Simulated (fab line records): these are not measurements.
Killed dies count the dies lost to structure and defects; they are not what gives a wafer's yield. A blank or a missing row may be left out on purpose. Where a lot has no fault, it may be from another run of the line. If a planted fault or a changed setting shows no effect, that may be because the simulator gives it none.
Which tool is to blame? / flow n5 finfet / 9 lots with 27 wafers sampled at 6 steps, on a route of 1938 steps

WHAT THE GAUGES READ, wafer by wafer
N5_BEOL_M4_RC_MEAS_101. Usual: DIBL_N 36.4 mV/V, standard deviation 1.4; DIBL_P 36.3 mV/V, standard deviation 1.8; IOFF_N 0.163 nA/um, standard deviation 0.024; IOFF_P 0.21 nA/um, standard deviation 0.034; ION_N 673 uA/um, standard deviation 11; ION_P 461 uA/um, standard deviation 7.4; SS_N 71.6 mV/dec, standard deviation 0.52; SS_P 73.3 mV/dec, standard deviation 0.58; VT_N 249.4 mV, standard deviation 2.5; VT_P -250 mV, standard deviation 3.5.
lot=L588; measured=day 8 07:10; on=prober-01; DIBL_N (mV/V)=37.2 37.2 37.5; DIBL_P (mV/V)=38.0 37.4 38.2; IOFF_N (nA/um)=0.170 0.169 0.181; IOFF_P (nA/um)=0.25 0.24 0.24; ION_N (uA/um)=663 668 666; ION_P (uA/um)=456 462 459; SS_N (mV/dec)=71.9 71.2 71.9; SS_P (mV/dec)=73.8 73.4 73.8; VT_N (mV)=245.9 249.0 246.9; VT_P (mV)=-246 -248 -248; flag=
lot=L590; measured=day 9 00:22; on=prober-02; DIBL_N (mV/V)=34.6 36.9 37.7; DIBL_P (mV/V)=33.8 36.4 38.1; IOFF_N (nA/um)=0.118 0.154 0.176; IOFF_P (nA/um)=0.20 0.25 0.27; ION_N (uA/um)=651 661 682; ION_P (uA/um)=458 462 477; SS_N (mV/dec)=70.6 72.2 72.1; SS_P (mV/dec)=72.5 72.9 74.1; VT_N (mV)=254.1 247.8 249.6; VT_P (mV)=-248 -247 -243; flag=
lot=L594; measured=day 9 20:26; on=prober-02; DIBL_N (mV/V)=36.0 35.0 36.5; DIBL_P (mV/V)=36.8 35.7 37.7; IOFF_N (nA/um)=0.169 0.145 0.174; IOFF_P (nA/um)=0.23 0.21 0.26; ION_N (uA/um)=665 666 680; ION_P (uA/um)=461 457 475; SS_N (mV/dec)=72.1 71.0 71.9; SS_P (mV/dec)=73.5 73.2 73.9; VT_N (mV)=248.2 248.0 247.9; VT_P (mV)=-247 -249 -244; flag=
lot=L598; measured=day 10 23:44; on=prober-01; DIBL_N (mV/V)=35.9 38.3 35.1; DIBL_P (mV/V)=36.1 39.3 35.2; IOFF_N (nA/um)=0.165 0.228 0.151; IOFF_P (nA/um)=0.21 0.28 0.20; ION_N (uA/um)=677 700 670; ION_P (uA/um)=465 470 458; SS_N (mV/dec)=71.0 71.9 71.2; SS_P (mV/dec)=73.2 74.8 73.3; VT_N (mV)=247.3 245.2 249.2; VT_P (mV)=-251 -246 -251; flag=
lot=L599; measured=day 11 15:20; on=prober-01; DIBL_N (mV/V)=35.8 35.5 37.7; DIBL_P (mV/V)=37.2 36.3 37.8; IOFF_N (nA/um)=0.162 0.154 0.188; IOFF_P (nA/um)=0.23 0.21 0.27; ION_N (uA/um)=688 684 680; ION_P (uA/um)=474 465 469; SS_N (mV/dec)=70.9 71.5 71.4; SS_P (mV/dec)=72.8 72.7 73.5; VT_N (mV)=247.3 248.5 244.9; VT_P (mV)=-246 -248 -244; flag=
lot=L604; measured=day 11 22:14; on=prober-01; DIBL_N (mV/V)=35.6 35.3 37.2; DIBL_P (mV/V)=34.6 34.4 37.2; IOFF_N (nA/um)=0.142 0.139 0.175; IOFF_P (nA/um)=0.17 0.17 0.21; ION_N (uA/um)=658 671 675; ION_P (uA/um)=449 454 463; SS_N (mV/dec)=71.2 71.2 71.5; SS_P (mV/dec)=72.6 72.4 73.6; VT_N (mV)=251.1 253.0 246.6; VT_P (mV)=-254 -258 -252; flag=
lot=L606; measured=day 12 22:25; on=prober-01; DIBL_N (mV/V)=39.8 38.6 38.2; DIBL_P (mV/V)=39.1 37.8 37.4; IOFF_N (nA/um)=0.201 0.186 0.171; IOFF_P (nA/um)=0.26 0.25 0.23; ION_N (uA/um)=667 684 666; ION_P (uA/um)=458 467 463; SS_N (mV/dec)=71.8 71.5 71.7; SS_P (mV/dec)=74.0 73.6 73.3; VT_N (mV)=250.8 249.1 248.9; VT_P (mV)=-245 -245 -247; flag=
lot=L607; measured=day 13 15:14; on=prober-02; DIBL_N (mV/V)=35.1 36.0 35.1; DIBL_P (mV/V)=34.8 35.2 35.0; IOFF_N (nA/um)=0.137 0.146 0.142; IOFF_P (nA/um)=0.19 0.20 0.20; ION_N (uA/um)=665 666 662; ION_P (uA/um)=460 455 456; SS_N (mV/dec)=70.9 71.1 70.9; SS_P (mV/dec)=73.0 72.9 72.6; VT_N (mV)=250.8 251.1 248.0; VT_P (mV)=-250 -250 -248; flag=
lot=L609; measured=day 13 18:05; on=prober-01; DIBL_N (mV/V)=37.4 40.3 36.6; DIBL_P (mV/V)=35.5 38.7 33.9; IOFF_N (nA/um)=0.158 0.217 0.146; IOFF_P (nA/um)=0.23 0.30 0.22; ION_N (uA/um)=674 691 656; ION_P (uA/um)=466 465 458; SS_N (mV/dec)=71.0 72.4 71.6; SS_P (mV/dec)=73.2 73.9 72.1; VT_N (mV)=249.3 245.3 254.2; VT_P (mV)=-247 -242 -247; flag=

N5_BEOL_M9_THK_MEAS_53: measures by xrf. Usual: M9_THK 138.3 nm, standard deviation 2.8.
lot=L588; measured=day 10 04:28; on=film metro-01; M9_THK (nm)=135.8 136.1 132.2; flag=
lot=L590; measured=day 10 21:41; on=film metro-01; M9_THK (nm)=134.8 134.1 137.9; flag=
lot=L594; measured=day 11 18:57; on=film metro-01; M9_THK (nm)=137.1 136.1 135.9; flag=
lot=L598; measured=day 12 21:08; on=film metro-01; M9_THK (nm)=134.9 138.7 137.9; flag=
lot=L599; measured=day 13 14:02; on=film metro-01; M9_THK (nm)=135.2 136.6 136.5; flag=
lot=L604; measured=day 14 03:02; on=film metro-02; M9_THK (nm)=139.9 137.7 140.4; flag=
lot=L606; measured=day 14 23:56; on=film metro-02; M9_THK (nm)=146.5 142.0 139.7; flag=
lot=L607; measured=day 16 00:23; on=film metro-02; M9_THK (nm)=138.6 139.8 142.6; flag=
lot=L609; measured=day 16 05:38; on=film metro-01; M9_THK (nm)=137.9 136.9 139.8; flag=

N5_BEOL_M10_THK_MEAS_01. Usual: M10_ILD_THK 269 nm, standard deviation 3.7.
lot=L588; measured=day 10 05:16; on=film metro-01; M10_ILD_THK (nm)=266 266 270; flag=
lot=L590; measured=day 10 23:05; on=film metro-01; M10_ILD_THK (nm)=266 263 271; flag=
lot=L594; measured=day 11 19:49; on=film metro-01; M10_ILD_THK (nm)=266 270 270; flag=
lot=L598; measured=day 12 21:55; on=film metro-01; M10_ILD_THK (nm)=262 266 270; flag=
lot=L599; measured=day 13 16:16; on=film metro-01; M10_ILD_THK (nm)=126 261 269; flag=OFF
lot=L604; measured=day 14 05:18; on=film metro-02; M10_ILD_THK (nm)=271 273 273; flag=
lot=L606; measured=day 15 01:12; on=film metro-01; M10_ILD_THK (nm)=268 274 272; flag=
lot=L607; measured=day 16 01:11; on=film metro-01; M10_ILD_THK (nm)=267 268 262; flag=
lot=L609; measured=day 16 06:36; on=film metro-01; M10_ILD_THK (nm)=266 270 273; flag=

WHAT TOOL EACH LOT RAN ON (gives the tool, then ch and the chambers of the sampled wafers, and finally the start)
lot=L588; N5_BEOL_M9_PRE_CLEAN_45=pvd sputter-02, day 10 02:25; N5_BEOL_M9_SURFACE_TREAT_79=pvd sputter-02, day 10 02:57; N5_BEOL_M10_ILD_DEP_00=pecvd-04 ch 0,1, day 10 04:40
lot=L590; N5_BEOL_M9_PRE_CLEAN_45=pvd sputter-03, day 10 19:55; N5_BEOL_M9_SURFACE_TREAT_79=pvd sputter-03, day 10 20:25; N5_BEOL_M10_ILD_DEP_00=pecvd-04 ch 0,1,2, day 10 21:54
lot=L594; N5_BEOL_M9_PRE_CLEAN_45=pvd sputter-03, day 11 17:33; N5_BEOL_M9_SURFACE_TREAT_79=pvd sputter-02, day 11 17:53; N5_BEOL_M10_ILD_DEP_00=pecvd-02 ch 1, day 11 19:11
lot=L598; N5_BEOL_M9_PRE_CLEAN_45=pvd sputter-01, day 12 18:58; N5_BEOL_M9_SURFACE_TREAT_79=pvd sputter-03, day 12 19:22; N5_BEOL_M10_ILD_DEP_00=pecvd-02 ch 1,2, day 12 21:20
lot=L599; N5_BEOL_M9_PRE_CLEAN_45=pvd sputter-03, day 13 11:53; N5_BEOL_M9_SURFACE_TREAT_79=pvd sputter-01, day 13 12:58; N5_BEOL_M10_ILD_DEP_00=pecvd-02 ch 0,2, day 13 14:14
lot=L604; N5_BEOL_M9_PRE_CLEAN_45=pvd sputter-03, day 14 01:05; N5_BEOL_M9_SURFACE_TREAT_79=pvd sputter-03, day 14 01:28; N5_BEOL_M10_ILD_DEP_00=pecvd-01 ch 0,1,2, day 14 03:14
lot=L606; N5_BEOL_M9_PRE_CLEAN_45=pvd sputter-02, day 14 22:22; N5_BEOL_M9_SURFACE_TREAT_79=pvd sputter-01, day 14 22:52; N5_BEOL_M10_ILD_DEP_00=pecvd-01 ch 1,2, day 15 00:08
lot=L607; N5_BEOL_M9_PRE_CLEAN_45=pvd sputter-01, day 15 21:19; N5_BEOL_M9_SURFACE_TREAT_79=pvd sputter-01, day 15 21:49; N5_BEOL_M10_ILD_DEP_00=pecvd-04 ch 1,2, day 16 00:35
lot=L609; N5_BEOL_M9_PRE_CLEAN_45=pvd sputter-03, day 16 04:10; N5_BEOL_M9_SURFACE_TREAT_79=pvd sputter-01, day 16 04:34; N5_BEOL_M10_ILD_DEP_00=pecvd-04 ch 0,2, day 16 05:50
- N5_BEOL_M9_PRE_CLEAN_45: time 30 s.
- N5_BEOL_M9_SURFACE_TREAT_79
- N5_BEOL_M10_ILD_DEP_00: deposits SiCOH lowk from DEMS/porogen, target thk 308.51 nm, time 58 s.

AS READ BY THE TOOLS THEMSELVES (means over the sampled wafers that have a number; for cases with no such wafer, the mark the record gives instead)
N5_BEOL_M9_PRE_CLEAN_45. Usual: heater power w 333 W, standard deviation 37; susceptor temp C 249.99 C, standard deviation 0.17.
lot=L588; tool=pvd sputter-02; heater power w (W)=366; susceptor temp C (C)=250.00; flag=
lot=L590; tool=pvd sputter-03; heater power w (W)=320; susceptor temp C (C)=250.04; flag=
lot=L594; tool=pvd sputter-03; heater power w (W)=317; susceptor temp C (C)=250.10; flag=
lot=L598; tool=pvd sputter-01; heater power w (W)=343; susceptor temp C (C)=250.09; flag=
lot=L599; tool=pvd sputter-03; heater power w (W)=318; susceptor temp C (C)=250.05; flag=
lot=L604; tool=pvd sputter-03; heater power w (W)=306; susceptor temp C (C)=249.94; flag=
lot=L606; tool=pvd sputter-02; heater power w (W)=351; susceptor temp C (C)=250.06; flag=
lot=L607; tool=pvd sputter-01; heater power w (W)=306; susceptor temp C (C)=249.97; flag=
lot=L609; tool=pvd sputter-03; heater power w (W)=320; susceptor temp C (C)=249.95; flag=

N5_BEOL_M10_ILD_DEP_00. Usual: heater power w 335 W, standard deviation 68; rf fwd power W 495.7 W, standard deviation 2; run length s 100.8 s, standard deviation 0.41; showerhead plenum p Torr 5.729 Torr, standard deviation 0.015; susceptor temp C 300.00 C, standard deviation 0.2; throttle valve pct 13.7 %, standard deviation 0.57.
lot=L588; tool=pecvd-04; heater power w (W)=339; rf fwd power W (W)=496.6; run length s (s)=100.9; showerhead plenum p Torr (Torr)=5.733; susceptor temp C (C)=299.89; throttle valve pct (%)=13.8; flag=
lot=L590; tool=pecvd-04; heater power w (W)=390; rf fwd power W (W)=497.9; run length s (s)=100.7; showerhead plenum p Torr (Torr)=5.738; susceptor temp C (C)=300.11; throttle valve pct (%)=13.7; flag=
lot=L594; tool=pecvd-02; heater power w (W)=263; rf fwd power W (W)=495.1; run length s (s)=101.1; showerhead plenum p Torr (Torr)=5.735; susceptor temp C (C)=299.77; throttle valve pct (%)=14.2; flag=
lot=L598; tool=pecvd-02; heater power w (W)=303; rf fwd power W (W)=495.6; run length s (s)=101.4; showerhead plenum p Torr (Torr)=5.742; susceptor temp C (C)=299.81; throttle valve pct (%)=14.0; flag=
lot=L599; tool=pecvd-02; heater power w (W)=362; rf fwd power W (W)=493.1; run length s (s)=91.2; showerhead plenum p Torr (Torr)=5.733; susceptor temp C (C)=300.06; throttle valve pct (%)=13.9; flag=OFF
lot=L604; tool=pecvd-01; heater power w (W)=262; rf fwd power W (W)=493.4; run length s (s)=100.9; showerhead plenum p Torr (Torr)=5.725; susceptor temp C (C)=300.03; throttle valve pct (%)=13.8; flag=
lot=L606; tool=pecvd-01; heater power w (W)=239; rf fwd power W (W)=494.7; run length s (s)=101.0; showerhead plenum p Torr (Torr)=5.720; susceptor temp C (C)=299.89; throttle valve pct (%)=13.2; flag=
lot=L607; tool=pecvd-04; heater power w (W)=398; rf fwd power W (W)=496.4; run length s (s)=100.6; showerhead plenum p Torr (Torr)=5.719; susceptor temp C (C)=300.11; throttle valve pct (%)=13.5; flag=
lot=L609; tool=pecvd-04; heater power w (W)=392; rf fwd power W (W)=495.1; run length s (s)=100.3; showerhead plenum p Torr (Torr)=5.734; susceptor temp C (C)=299.78; throttle valve pct (%)=14.0; flag=

THE ANSWER, worked out from the rows above alone
Rule: lot off if the mean of its wafers having a number is beyond 3 standard deviations from the usual mean. A lot without any number at a reading at which 4 lots or more have one is off too. Where the step has rows for the other lots, those lots are counted as sound. First the gauges in route order, then the tools' own readings, where a lot's mean is used as printed above. The first step at which some lot is off is used, and at that step the reading that is off furthest; a lot without a number counts as furthest.
Off: L599, seen at N5_BEOL_M10_THK_MEAS_01 (M10_ILD_THK).
A tool fits if, at a process step before that reading, it ran every lot that is off, and no sound lot after the first of them. The gauges at N5_BEOL_M10_THK_MEAS_01 aren't tried: what is off there is off at N5_BEOL_M10_ILD_DEP_00 too, on other tools, and a gauge's error can't cause that. One candidate fits, namely pecvd-02 at N5_BEOL_M10_ILD_DEP_00. Its last sound lot is L598 (day 12 21:20), its first lot that is off L599 (day 13 14:14): a fault that began between those two fits.
The tool's own readings at N5_BEOL_M10_ILD_DEP_00 bear it out: on the lots that are off they differ by more than 5 times the standard deviation of the sound lots' means. run length s reads 91.2 s there against 100.9 s on the sound lots.

WHAT THE SIMULATOR PUT IN
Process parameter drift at N5_BEOL_M10_ILD_DEP_00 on pecvd-02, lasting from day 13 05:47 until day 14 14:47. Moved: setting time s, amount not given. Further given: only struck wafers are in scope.
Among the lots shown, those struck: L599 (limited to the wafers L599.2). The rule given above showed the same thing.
